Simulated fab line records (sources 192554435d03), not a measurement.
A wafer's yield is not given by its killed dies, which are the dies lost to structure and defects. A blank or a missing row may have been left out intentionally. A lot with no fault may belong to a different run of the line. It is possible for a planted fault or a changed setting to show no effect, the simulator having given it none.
Which tool is to blame?    flow n5_finfet    12 lots with 36 wafers sampled at 4 steps, on a route of 1938 steps

## WHAT EACH GAUGE READ, for each wafer
N5_BEOL_M14_CD_MEAS_10 targets a cd of 250 nm.
lot   measured      on         cd_nm (nm)
L075  day 13 23:02  cd_sem-02  250.8 249.8 249.8
L076  day 14 03:36  cd_sem-01  249.6 250.9 249.1
L079  day 14 06:41  cd_sem-01  249.8 250.3 251.0
L082  day 14 22:04  cd_sem-03  251.8 252.6 251.8
L084  day 15 03:02  cd_sem-02  250.0 250.0 250.5
L085  day 15 23:44  cd_sem-01  251.4 250.9 252.4
L088  day 16 10:32  cd_sem-02  248.0 248.5 250.5
L089  day 17 03:34  cd_sem-02  251.1 250.5 247.5
L093  day 17 20:45  cd_sem-03  251.8 251.8 252.3
L091  day 18 02:31  cd_sem-03  248.8 249.4 248.3
L095  day 19 03:08  cd_sem-01  249.8 249.4 250.5
L094  day 19 22:13  cd_sem-03  250.9 251.7 250.2

## TOOL THAT RAN EACH LOT (tool first, then ch and the chambers of the sampled wafers, then the start)
lot   N5_BEOL_M13_DESCUM_33               N5_BEOL_M13_TRENCH_ETCH_34          N5_BEOL_M13_PRE_CLEAN_42
L075  rie_diel-03 ch 0,1,3, day 13 18:33  rie_diel-03 ch 0,1,3, day 13 18:57  pvd_sputter-03, day 13 21:16
L076  rie_diel-05 ch 1,2,3, day 14 00:44  rie_diel-05 ch 1,2,3, day 14 01:08  pvd_sputter-02, day 14 01:41
L079  rie_diel-02 ch 1,2, day 14 01:42    rie_diel-02 ch 1,2, day 14 02:06    pvd_sputter-01, day 14 04:50
L082  rie_diel-02 ch 0,2,3, day 14 19:02  rie_diel-02 ch 0,2,3, day 14 19:26  pvd_sputter-03, day 14 20:10
L084  rie_diel-05 ch 1,3, day 15 00:02    rie_diel-05 ch 1,3, day 15 00:26    pvd_sputter-02, day 15 01:14
L085  rie_diel-05 ch 0,1,3, day 15 19:34  rie_diel-05 ch 0,1,3, day 15 19:58  pvd_sputter-01, day 15 21:53
L088  rie_diel-02 ch 0,2,3, day 16 04:03  rie_diel-02 ch 0,2,3, day 16 04:27  pvd_sputter-02, day 16 08:35
L089  rie_diel-05 ch 0,1, day 16 22:48    rie_diel-05 ch 0,1, day 16 23:12    pvd_sputter-02, day 17 01:35
L093  rie_diel-03 ch 0,1,2, day 17 15:43  rie_diel-03 ch 0,1,2, day 17 16:07  pvd_sputter-01, day 17 18:50
L091  rie_diel-02 ch 1,2,3, day 17 21:20  rie_diel-02 ch 1,2,3, day 17 21:45  pvd_sputter-01, day 17 22:36
L095  rie_diel-03 ch 0,1,3, day 18 22:33  rie_diel-03 ch 0,1,3, day 18 22:58  pvd_sputter-03, day 19 01:22
L094  rie_diel-02 ch 0,1, day 19 14:49    rie_diel-02 ch 0,1, day 19 15:13    pvd_sputter-02, day 19 20:14
- N5_BEOL_M13_DESCUM_33: chemistry O2, time 7.9 s.
- N5_BEOL_M13_TRENCH_ETCH_34: etches SiOC in C4F8/O2/Ar, target depth 413.47 nm, time 162.6 s.
- N5_BEOL_M13_PRE_CLEAN_42: time 30 s.

## THE ANSWER, worked out from the rows above alone
Rule: usual is defined by the lots themselves. Put in order of their means at a reading, lots are off if they are a third of the lots or fewer, leave a main group of 4 or more, and stand apart from it by a gap of 3 or more times the standard deviation of the main group's means; of several such gaps the widest counts. The tables above print the reading to a certain number of digits; a main group whose means all agree to those digits is not used. A lot without any number at a reading at which 4 lots or more have one is off too. Where the step has rows for the other lots, those lots are counted as sound.
Nothing can be told from this: no lot is off at any reading shown.

## WHAT WAS PUT IN BY THE SIMULATOR
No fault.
